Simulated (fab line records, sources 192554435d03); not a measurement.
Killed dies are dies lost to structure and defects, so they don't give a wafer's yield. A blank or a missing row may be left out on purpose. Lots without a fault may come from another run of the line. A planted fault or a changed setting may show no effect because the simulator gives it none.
fab line records | flow n5_finfet
record lots=7 wafers=21
route steps=1938 shown WELL_APT@36 FIN_SAQP@125 DUMMY_GATE@250 SPACER0@259 SD_EPI_P@297 ILD0@338 HKMG_FIN@403 MOL_CONTACT_COAG@554
start_h: hours from the record's first day to the start of the lot's first wafer shown | wait_h: hours since the lot's step before | " the same as in the row above | L1.1+2: a row that stands for several wafers | - no value, or no start given | * or withheld: withheld | < > ~ a bound
route shown NAME@n: a module of which the file shows steps, and the number in the route of the first | usual: mean/standard deviation of fault-free wafers | same: alike in all rows | chamber/n: place in a boat | sites: the reading at each site | _std_site: their standard deviation | _edge_site: outer sites' mean less inner sites' | radius_mm: how far each site lies from the wafer's centre | mask NAME#n: copy n | behind: the tool/chamber that last shaped the wafer | hold: why the lot was held/for how many hours/how that ended | device: the transistor (n, p or np) that didn't switch | end of line: the same wafers' tests at the end of the route | a step without rows: its recipe alone | killed: dies lost to structure and defects at the first sort, not the wafer's yield | map: a wafer's dies, x killed, . not, _ none there
set.NAME: the setting as run; set.NAME@STEP: as run at that earlier step | model.NAME: the simulator's own value behind a step, which no gauge read
lots whose settings were changed on purpose; a table a step, a row a wafer
## steps
# step N5_WELL_APT_COAT_19
# recipe spin_rpm=1357 resist_thk_nm=950
# columns lot.wafer tool chamber start_h wait_h set.spin_rpm model.coat_of_WELL_APT_COAT_19.thk_nm
L075.1 litho_track-05 0 - - 1489 903.4
L075.3 " 0 " " 1357 947
L075.5 " 0 " " 1489 907
L078.3 litho_track-05 0 - - 1357 952
L078.4 " 0 " " 1357 955.7
L078.6 " 0 " " 1293 976.1
L082.1 litho_track-01 0 - - 1244 999.5
L082.3 " 0 " " 1244 998.7
L082.5 " 0 " " 1357 955.8
L083.4 litho_track-05 0 - - 1357 949.8
L083.5 " 0 " " 1357 947.1
L083.6 " 0 " " 1357 950.8
L084.1 litho_track-01 0 - - 1357 955.2
L084.4 " 0 " " 1357 952.5
L084.5 " 0 " " 1357 953.3
L087.1 litho_track-01 0 - - 1456 918.3
L087.2 " 0 " " 1357 949.4
L087.4 " 0 " " 1357 953.6
L093.1 litho_track-02 0 - - 1496 904.5
L093.4 " 0 " " 1496 903.3
L093.5 " 0 " " 1357 947.6
# step N5_WELL_APT_PEB_23
# recipe peb_temp_c=130 peb_time_s=90
# columns lot.wafer tool chamber start_h wait_h set.peb_time_s
L075.1+3 litho_track-02 0 21.10 0.1 78.92
L075.5 " 0 " " 90
L078.3+4 litho_track-02 0 38.92 0.0 90
L078.6 " 0 " " 107.4
L082.1 litho_track-01 0 62.84 0.1 90
L082.3+5 " 0 " " 79.66
L083.4+5+6 litho_track-02 0 68.80 0.0 90
L084.1+4 litho_track-05 0 74.87 0.1 95.46
L084.5 " 0 " " 90
L087.1+4 litho_track-02 0 92.81 0.1 90
L087.2 " 0 " " 70.7
L093.1+4+5 litho_track-02 0 129.04 0.1 90
# step N5_WELL_APT_DEVELOP_24
# recipe develop_time_s=45 rinse_liquid=surfactant_rinse dry=air_spin dev_temp_c=21
# step N5_WELL_APT_HARDBAKE_29
# recipe temp_c=130 time_s=120
# step N5_WELL_APT_CD_MEAS_25
# recipe target_cd_nm=200 landing_energy_ev=500 detector=se_inlens
# usual cd_nm=200.8/2.2
# columns lot.wafer tool chamber start_h wait_h set.peb_time_s@WELL_APT_PEB_23 cd_nm
L075.1 cd_sem-02 0 21.21 - 78.92 198.2
L075.3 " 0 " " 78.92 196.5
L075.5 " 0 " " 90 203.2
L078.3 cd_sem-02 0 39.03 - 90 202.2
L078.4 " 0 " " 90 200.4
L078.6 " 0 " " 107.4 208.9
L082.1 cd_sem-01 0 62.95 - 90 195.4
L082.3 " 0 " " 79.66 189.2
L082.5 " 0 " " 79.66 192.2
L083.4 cd_sem-02 0 68.92 - 90 201.2
L083.5 " 0 " " 90 201.6
L083.6 " 0 " " 90 201.8
L084.1 cd_sem-01 0 74.98 - 95.46 202.5
L084.4 " 0 " " 95.46 205.4
L084.5 " 0 " " 90 202.9
L087.1 cd_sem-03 0 92.92 - 90 205.7
L087.2 " 0 " " 70.7 191.2
L087.4 " 0 " " 90 202.1
L093.1 cd_sem-01 0 129.16 - 90 199.9
L093.4 " 0 " " 90 202.3
L093.5 " 0 " " 90 202.1
# step N5_WELL_APT_DESCUM_30
# recipe chemistry=O2 time_s=7.9 source_power_w=50 bias_power_w=20 pressure_mtorr=20 rf_frequency_hz=2.712e+07 temp_c=40 o2_flow_sccm=225
# columns lot.wafer tool chamber start_h wait_h set.peb_time_s@WELL_APT_PEB_23 model.WELL_APT.cd_nm
L075.1 rie_diel-02 1 21.30 0.0 78.92 198.2
L075.3 " 3 " " 78.92 196.3
L075.5 " 2 " " 90 202.9
L078.3 rie_diel-02 1 39.12 0.0 90 202.3
L078.4 " 3 " " 90 200.7
L078.6 " 0 " " 107.4 208.9
L082.1 rie_diel-06 1 63.04 0.0 90 195.5
L082.3 " 3 " " 79.66 189.7
L082.5 " 3 " " 79.66 192.4
L083.4 rie_diel-06 3 69.00 0.0 90 201.4
L083.5 " 0 " " 90 201.7
L083.6 " 1 " " 90 202
L084.1 rie_diel-06 0 75.07 0.0 95.46 202.6
L084.4 " 1 " " 95.46 204.9
L084.5 " 3 " " 90 202.7
L087.1 rie_diel-03 2 93.03 0.1 90 205.7
L087.2 " 3 " " 70.7 190.8
L087.4 " 0 " " 90 202.1
L093.1 rie_diel-02 0 129.45 0.2 90 199.6
L093.4 " 2 " " 90 202.5
L093.5 " 1 " " 90 201.8
# step N5_FIN_SAQP_SPACER1_ALD_24
# recipe material=SiO2 target_thk_a=203 temp_c=300 ald_precursor_family=BDEAS ald_co_reactant=O2-plasma pulse_time_s=1 purge_time_s=2 co_reactant_purge_time_s=2 ald_cycles=218 pressure_torr=2
# columns lot.wafer tool chamber start_h wait_h set.temp_c
L075.1+5 ald_sin-02 3,1 28.92 0.3 307.4
L075.3 " 2 " " 300
L078.3 ald_sin-01 3 47.05 0.1 300
L078.4+6 " 1,3 " " 292.3
L082.1+3+5 ald_sin-02 3,2,0 71.39 0.3 300
L083.4+5+6 ald_sin-02 3,1,2 77.17 0.8 300
L084.1+5 ald_sin-02 2,3 83.87 0.3 291.3
L084.4 " 2 " " 300
L087.1+2+4 ald_sin-01 0,1,3 105.06 0.8 300
L093.1+4+5 ald_sin-01 1,2,1 137.75 0.3 300
# step N5_FIN_SAQP_SPACER1_ETCHBACK_25
# recipe chemistry=CHF3/O2 mode=anisotropic_etchback target=SiO2 target_depth_a=244 time_s=12.2 pressure_mtorr=30 source_w=650 bias_w=170 Ar_flow_sccm=200 CHF3_flow_sccm=50 O2_flow_sccm=5 ion_energy_ev=200
# step N5_FIN_SAQP_MANDREL1_REMOVE_56
# recipe chemistry=HBr/Cl2/O2 bt_time_s=10 target=a-Si stop_on=SiNx endpoint=OES-SiCl over_etch_frac=1 icp_w=600 bias_w=22 HBr_flow_sccm=150 Cl2_flow_sccm=80 O2_flow_sccm=5 pressure_mtorr=10
# columns lot.wafer tool chamber start_h wait_h set.temp_c@FIN_SAQP_SPACER1_ALD_24 model.FIN_SAQP.cd_nm
L075.1+5 rie_si-06 1 29.72 0.1 307.4 20
L075.3 " 2 " " 300 20.2
L078.3 rie_si-05 2 47.86 0.1 300 20.2
L078.4 " 3 " " 292.3 20.8
L078.6 " 3 " " 292.3 21
L082.1 rie_si-05 3 72.19 0.1 300 20.4
L082.3+5 " 1 " " 300 20.2
L083.4+5 rie_si-05 2,3 77.63 0.0 300 20.2
L083.6 " 2 " " 300 20
L084.1 rie_si-06 0 84.80 0.1 291.3 20.8
L084.4 " 2 " " 300 20
L084.5 " 0 " " 291.3 21
L087.1+2+4 rie_si-04 0,2,3 105.87 0.1 300 20.2
L093.1+4+5 rie_si-06 1,0,1 138.56 0.1 300 20.2
# step N5_DUMMY_GATE_ETCH_42
# recipe chemistry=CHF3/O2 target=SiO2 target_depth_a=35 time_s=31 ion_energy_ev=30 bias_w=12 pressure_mtorr=30 source_w=600 Ar_flow_sccm=200 CHF3_flow_sccm=50 O2_flow_sccm=5
# usual rf_vpp_V=42.1/0.94
# columns lot.wafer tool chamber start_h wait_h set.bias_w rf_vpp_V
L075.1 rie_diel-04 1 51.95 0.2 11.42 41.1
L075.3 " 0 " " 11.42 40.4
L075.5 " 1 " " 11.42 42.2
L078.3 rie_diel-04 1 70.49 0.0 12 42.2
L078.4 " 2 " " 13.18 46.2
L078.6 " 2 " " 12 42.3
L082.1 rie_diel-01 3 94.35 0.0 13.89 44.6
L082.3 " 1 " " 12 40.5
L082.5 " 1 " " 13.89 46.4
L083.4 rie_diel-04 1 100.22 0.0 12 42.2
L083.5 " 2 " " 12 41.8
L083.6 " 3 " " 12 42.6
L084.1 rie_diel-01 0 110.66 0.0 12 42.5
L084.4 " 2 " " 12 41.7
L084.5 " 0 " " 12 41.6
L087.1 rie_diel-01 3 129.81 0.3 12 42.8
L087.2 " 2 " " 10.83 37.9
L087.4 " 2 " " 10.83 38.2
L093.1 rie_diel-04 2 162.10 0.1 12 42.3
L093.4 " 3 " " 9.983 37.2
L093.5 " 0 " " 9.983 36.5
# step N5_SPACER0_ALD_00
# recipe material=SiOCN target_thk_a=35 temp_c=400 ald_precursor_family=alkyl-aminosilane ald_co_reactant=O2/N2-plasma pulse_time_s=3 purge_time_s=2 co_reactant_purge_time_s=2 ald_cycles=58 pressure_torr=2
# columns lot.wafer tool chamber start_h wait_h set.ald_cycles model.SiOCN_of_SPACER0_ALD_00.thk_nm
L075.1+3 ald_sin-01 1,0 52.54 0.1 58 3.6
L075.5 " 3 " " 65 4
L078.3+4 ald_sin-01 0,3 70.91 0.1 49 3
L078.6 " 0 " " 58 3.6
L082.1+3+5 ald_sin-03 0,3,2 94.77 0.1 54 3.2
L083.4 ald_sin-03 2 101.77 0.1 58 3.6
L083.5+6 " 1,0 " " 58 3.4
L084.1+5 ald_sin-04 1,3 111.08 0.1 58 3.6
L084.4 " 3 " " 66 4
L087.1 ald_sin-04 3 130.24 0.1 65 3.8
L087.2+4 " 2,0 " " 65 4
L093.1 ald_sin-01 1 162.60 0.1 63 3.8
L093.4+5 " 3,1 " " 58 3.6
# step N5_SD_EPI_P_COAT_03
# recipe resist=CAR-ArF-block spin_rpm=1500 resist_thk_nm=150
# columns lot.wafer tool chamber start_h wait_h set.spin_rpm model.CAR-ArF-block_of_SD_EPI_P_COAT_03.thk_nm
L075.1 litho_track-04 0 - - 1623 144.2
L075.3 " 0 " " 1500 150
L075.5 " 0 " " 1500 150.2
L078.3+4 litho_track-04 0 - - 1500 150.2
L078.6 " 0 " " 1366 157
L082.1 litho_track-04 0 - - 1500 149.6
L082.3 " 0 " " 1500 149.8
L082.5 " 0 " " 1566 146.6
L083.4 litho_track-02 0 - - 1500 151
L083.5 " 0 " " 1500 151.6
L083.6 " 0 " " 1500 150.6
L084.1 litho_track-03 0 - - 1500 150.6
L084.4 " 0 " " 1645 143.6
L084.5 " 0 " " 1645 143.8
L087.1 litho_track-04 0 - - 1616 144.8
L087.2 " 0 " " 1616 145
L087.4 " 0 " " 1500 150.2
L093.1 litho_track-04 0 - - 1500 151.2
L093.4 " 0 " " 1378 156.8
L093.5 " 0 " " 1500 150.4
# step N5_SD_EPI_P_EBR_05
# recipe solvent=PGMEA ebr_width_mm=1.5
# step N5_SD_EPI_P_SOFTBAKE_04
# recipe temp_c=110 time_s=60 resist=CAR-ArF-block
# step N5_SD_EPI_P_DESCUM_14
# recipe chemistry=O2 time_s=7.9 source_power_w=50 bias_power_w=20 pressure_mtorr=20 rf_frequency_hz=2.712e+07 temp_c=40 resist=CAR-ArF-block o2_flow_sccm=225
# columns lot.wafer tool chamber start_h wait_h set.spin_rpm@SD_EPI_P_COAT_03 model.CAR-ArF-block_of_SD_EPI_P_COAT_03.thk_nm
L075.1 rie_diel-04 0 57.85 0.0 1623 137.6
L075.3 " 3 " " 1500 143.4
L075.5 " 2 " " 1500 143.6
L078.3+4 rie_diel-04 1,0 77.34 0.0 1500 143.6
L078.6 " 3 " " 1366 150.6
L082.1 rie_diel-04 3 100.35 0.0 1500 143
L082.3 " 1 " " 1500 143.2
L082.5 " 2 " " 1566 140
L083.4 rie_diel-05 2 107.12 0.0 1500 144.6
L083.5 " 2 " " 1500 145
L083.6 " 1 " " 1500 144.2
L084.1 rie_diel-04 2 116.47 0.0 1500 144.2
L084.4 " 1 " " 1645 137
L084.5 " 2 " " 1645 137.4
L087.1+2 rie_diel-01 3,2 135.54 0.1 1616 138.4
L087.4 " 2 " " 1500 143.6
L093.1 rie_diel-04 0 167.82 0.0 1500 144.6
L093.4 " 3 " " 1378 150.2
L093.5 " 2 " " 1500 144
# step N5_ILD0_CMP_03
# recipe stop_on=SiNx t_overpolish_s=1.9 post_cmp_clean=alkaline_brush down_force_psi=4.1491 platen_rpm=51.796 pad_velocity_m_s=1.0306 target_thk_nm=197.38
# usual time_to_endpoint_s=69/3.9
# columns lot.wafer tool chamber start_h wait_h set.down_force_psi time_to_endpoint_s
L075.3 cmp-03 3 64.85 0.0 5.028 57
L075.1 " 1 " " 4.1491 75
L075.5 " 3 " " 5.028 59
L078.4 cmp-03 1 84.48 0.1 4.1491 70
L078.3 " 3 " " 3.386 83
L078.6 " 0 " " 3.386 82
L082.3 cmp-04 1 107.39 0.0 3.899 69
L082.1 " 3 " " 4.1491 65
L082.5 " 2 " " 3.899 74
L083.4 cmp-03 0 114.23 0.1 4.1491 67
L083.6 " 1 " " 4.1491 69
L083.5 " 2 " " 4.1491 62
L084.4 cmp-03 2 123.39 0.1 4.1491 63
L084.1 " 0 " " 3.465 82
L084.5 " 2 " " 3.465 76
L087.4 cmp-03 1 142.44 0.0 4.601 66
L087.1 " 3 " " 4.601 62
L087.2 " 0 " " 4.1491 66
L093.4 cmp-03 0 175.01 0.0 3.714 76
L093.1 " 2 " " 4.1491 63
L093.5 " 0 " " 3.714 73
# step N5_HKMG_FIN_ETCH_55
# recipe chemistry=N2/H2 target=SOC target_depth_a=2400 temp_c=40 time_s=300 ion_energy_ev=200 mask_material=SiARC pressure_mtorr=30 source_w=840 bias_w=150 n2_flow_sccm=200 h2_flow_sccm=200
# usual rf_vpp_V=524.1/2.3
# columns lot.wafer tool chamber start_h wait_h set.bias_w rf_vpp_V model.etch.depth_nm model.HKMG_FIN.feature_depth_nm model.SiARC_of_HKMG_FIN_COAT_42.thk_nm
L075.1 rie_diel-06 1 75.30 0.0 150 522.4 239 239 20.8
L075.3 " 2 " " 150 518.8 246 246 21
L075.5 " 1 " " 150 524.1 237.7 237.6 21
L078.3 rie_diel-02 3 94.98 0.0 150 524.8 243.7 243.8 21
L078.4 " 2 " " 150 522.3 247.1 247 20.6
L078.6 " 2 " " 150 522.5 246.1 246 20.8
L082.1 rie_diel-02 0 117.66 0.0 124.4 465.3 208.4 208.4 24.8
L082.3 " 3 " " 124.4 463.9 222.6 222.6 24.2
L082.5 " 3 " " 150 523.2 244.5 244.6 21
L083.4 rie_diel-03 1 124.12 0.0 150 526.3 243.2 243.2 21.4
L083.5 " 3 " " 150 527.3 234.5 234.4 21.6
L083.6 " 0 " " 150 521.8 242.1 242.2 21
L084.1 rie_diel-06 2 133.17 0.0 150 519.5 243.8 243.8 21
L084.4 " 0 " " 150 527.1 242.1 242.2 21.2
L084.5 " 2 " " 142.6 502.0 234.9 235 22
L087.1 rie_diel-02 3 152.48 0.0 150 523.7 244 244 21.2
L087.2 " 1 " " 137.9 499.2 229.2 229.2 22.6
L087.4 " 2 " " 150 525.0 245.6 245.6 20.8
L093.1 rie_diel-06 0 186.08 0.0 167.4 564.0 259.4 259.4 19.2
L093.4 " 1 " " 150 522.8 240.5 240.6 20.8
L093.5 " 0 " " 167.4 564.5 258.6 258.6 19.2
# step N5_MOL_CONTACT_COAG_CMP_23
# recipe stop_on=SiO2 t_overpolish_s=1.5 post_cmp_clean=cu_alkaline down_force_psi=2 platen_rpm=50.289 pad_velocity_m_s=1.0006 target_thk_nm=0
# columns lot.wafer tool chamber start_h wait_h set.down_force_psi
L075.3+1+5 cmp-02 1,2,2 96.76 0.0 2
L078.4+3+6 cmp-02 1,2,1 115.04 0.0 2
L082.1+3 cmp-02 0,2 140.78 0.0 1.555
L082.5 " 0 " " 2
L083.4+6+5 cmp-02 0,1,2 144.75 0.1 2
L084.4+5 cmp-04 1 157.68 0.1 2
L084.1 " 2 " " 2.265
L087.1 cmp-04 0 174.94 0.0 2.327
L087.4+2 " 2,3 " " 2
L093.4+1 cmp-04 2,0 207.30 0.1 1.551
L093.5 " 2 " " 2
# step N5_MOL_CONTACT_COAG_WET_ETCH_116
# recipe chemistry=SC1-inhibited target_depth_nm=4.6 dry=ipa_marangoni rinse_time_s=30 rinse_temp_c=23
# step N5_MOL_CONTACT_COAG_ALD_27
# recipe material=SiOC target_thk_a=170 temp_c=400 ald_precursor_family=carbosiloxane ald_co_reactant=H2-plasma pulse_time_s=1.5 time_s=2720 purge_time_s=2 co_reactant_purge_time_s=2 ald_cycles=340 pressure_torr=2
# step N5_MOL_CONTACT_COAG_CMP_28
# recipe stop_on=SiNx t_overpolish_s=0.85 post_cmp_clean=alkaline_brush down_force_psi=4.15 platen_rpm=51.8 pad_velocity_m_s=1.0307 target_thk_nm=14.522
# columns lot.wafer tool chamber start_h wait_h set.down_force_psi@MOL_CONTACT_COAG_CMP_23 model.SiNx_of_GATE_CUT_SAC_CAP_01.thk_nm
L075.3 cmp-02 1 101.45 0.8 2 17.8
L075.1+5 " 2,1 " " 2 18
L078.4+3+6 cmp-03 0,2,0 117.82 0.8 2 18
L082.1+3 cmp-04 2,3 143.17 0.8 1.555 18.4
L082.5 " 2 " " 2 18
L083.4+5+6 cmp-02 3,2,3 147.11 0.1 2 18
L084.4+5 cmp-04 0 160.07 0.8 2 -
L084.1 " 1 " " 2.265 17.6
L087.4 cmp-02 1 177.63 0.8 2 -
L087.2 " 2 " " 2 18
L087.1 " 3 " " 2.327 17.6
L093.4 cmp-03 1 209.75 0.9 1.551 -
L093.1 " 2 " " 1.551 18.4
L093.5 " 0 " " 2 -
# step N5_MOL_CONTACT_COAG_ALD_123
# recipe material=SiNx target_thk_a=50 temp_c=400 ald_precursor_family=SiH2I2 ald_co_reactant=N2/H2-plasma pulse_time_s=1 purge_time_s=2 co_reactant_purge_time_s=2 ald_cycles=100 pressure_torr=2
# columns lot.wafer tool chamber start_h wait_h set.ald_cycles model.SiNx_of_MOL_CONTACT_COAG_ALD_123.thk_nm
L075.1 ald_sin-02 3 101.74 0.0 100 5
L075.3+5 " 2,1 " " 88 4.4
L078.3+4 ald_sin-04 0,3 118.15 0.0 94 4.6
L078.6 " 1 " " 100 5
L082.1 ald_sin-01 2 143.50 0.0 108 5.4
L082.3+5 " 1,0 " " 100 5
L083.4+5+6 ald_sin-02 0,2,3 147.55 0.2 100 5
L084.1+4+5 ald_sin-01 3,0,2 160.95 0.6 100 5
L087.1+2+4 ald_sin-01 3,0,2 178.45 0.6 115 5.8
L093.1+5 ald_sin-01 3,1 210.00 0.0 100 5
L093.4 " 2 " " 109 5.4
## key
split step=N5_WELL_APT_COAT_19 setting=spin_rpm stated=1357 by=wafer
response step=N5_WELL_APT_COAT_19 reading=model.coat_of_WELL_APT_COAT_19.thk_nm change=-4.53 per=1% r=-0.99
split step=N5_WELL_APT_PEB_23 setting=peb_time_s stated=90 by=wafer
response step=N5_WELL_APT_CD_MEAS_25 reading=cd_nm change=+0.479 per=1% r=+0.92
response step=N5_WELL_APT_DESCUM_30 reading=model.WELL_APT.cd_nm change=+0.478 per=1% r=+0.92
split step=N5_FIN_SAQP_SPACER1_ALD_24 setting=temp_c stated=300 by=wafer
response step=N5_FIN_SAQP_MANDREL1_REMOVE_56 reading=model.FIN_SAQP.cd_nm change=-0.232 per=1% r=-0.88
split step=N5_DUMMY_GATE_ETCH_42 setting=bias_w stated=12 by=wafer
response step=N5_DUMMY_GATE_ETCH_42 reading=rf_vpp_V change=+0.353 per=1% r=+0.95
split step=N5_SPACER0_ALD_00 setting=ald_cycles stated=58 by=wafer
response step=N5_SPACER0_ALD_00 reading=model.SiOCN_of_SPACER0_ALD_00.thk_nm change=+0.0328 per=1% r=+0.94
split step=N5_SD_EPI_P_COAT_03 setting=spin_rpm stated=1500 by=wafer
response step=N5_SD_EPI_P_COAT_03 reading=model.CAR-ArF-block_of_SD_EPI_P_COAT_03.thk_nm change=-0.724 per=1% r=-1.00
response step=N5_SD_EPI_P_DESCUM_14 reading=model.CAR-ArF-block_of_SD_EPI_P_COAT_03.thk_nm change=-0.727 per=1% r=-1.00
split step=N5_ILD0_CMP_03 setting=down_force_psi stated=4.1491 by=wafer
response step=N5_ILD0_CMP_03 reading=time_to_endpoint_s change=* per=1% r=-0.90
split step=N5_HKMG_FIN_ETCH_55 setting=bias_w stated=150 by=wafer
response step=N5_HKMG_FIN_ETCH_55 reading=rf_vpp_V change=+3.47 per=1% r=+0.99
response step=N5_HKMG_FIN_ETCH_55 reading=model.etch.depth_nm change=+1.7 per=1% r=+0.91
response step=N5_HKMG_FIN_ETCH_55 reading=model.HKMG_FIN.feature_depth_nm change=+1.7 per=1% r=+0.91
response step=N5_HKMG_FIN_ETCH_55 reading=model.SiARC_of_HKMG_FIN_COAT_42.thk_nm change=-0.186 per=1% r=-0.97
split step=N5_MOL_CONTACT_COAG_CMP_23 setting=down_force_psi stated=2 by=wafer
response step=N5_MOL_CONTACT_COAG_CMP_28 reading=model.SiNx_of_GATE_CUT_SAC_CAP_01.thk_nm change=-0.0198 per=1% r=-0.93
split step=N5_MOL_CONTACT_COAG_ALD_123 setting=ald_cycles stated=100 by=wafer
response step=N5_MOL_CONTACT_COAG_ALD_123 reading=model.SiNx_of_MOL_CONTACT_COAG_ALD_123.thk_nm change=+0.0505 per=1% r=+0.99
